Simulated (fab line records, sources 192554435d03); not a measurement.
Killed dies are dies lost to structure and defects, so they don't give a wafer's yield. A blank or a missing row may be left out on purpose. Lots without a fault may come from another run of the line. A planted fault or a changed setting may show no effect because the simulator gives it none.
Chamber matching | flow n5_finfet | N5_SD_EPI_P_ETCH_37 on rie_diel-03: 4 sister chambers
The step etches SOC in N2/H2, overetch 108 nm, time 486 s. 4 wafers are shown with their chamber, then 8 later ones without.

WAFERS WITH THEIR CHAMBER
wafer  | chamber | showerhead_plenum_p_Torr (Torr)
L077.5 | 3       | 2.53
L081.1 | 1       | 2.53
L081.4 | 2       | 2.63
L083.1 | 0       | 2.58

WAFERS WITHOUT THEIR CHAMBER
wafer  | showerhead_plenum_p_Torr (Torr)
L083.4 | 2.53
L083.5 | 2.62
L084.1 | 2.62
L084.5 | 2.62
L084.6 | 2.53
L088.1 | 2.62
L088.2 | 2.57
L088.5 | 2.53

WHICH CHAMBER EACH WENT THROUGH
wafer  | from the rows above     | in truth
L083.4 | can't be placed: 1 or 3 | 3
L083.5 | 2                       | 2
L084.1 | 2                       | 2
L084.5 | 2                       | 2
L084.6 | can't be placed: 1 or 3 | 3
L088.1 | 2                       | 2
L088.2 | 0                       | 0
L088.5 | can't be placed: 1 or 3 | 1
Placed correctly: 5 of 8. Can't be placed from these rows: 3 (the true chamber is among the candidates in 3). Placed wrongly: 0.
How it was worked out, from the rows above alone: a wafer's distance from a chamber is the root of the sum, over the readings, of the square of ((its reading less the chamber's mean) divided by the reading's scatter). The wafer belongs to the nearest chamber; if the next one is less than 2 further off, it can't be placed. A chamber's mean is the mean of its shown wafers. The scatter: with one shown wafer a chamber, the root of the mean of the squares of how far each hidden wafer lies from its nearest shown one.
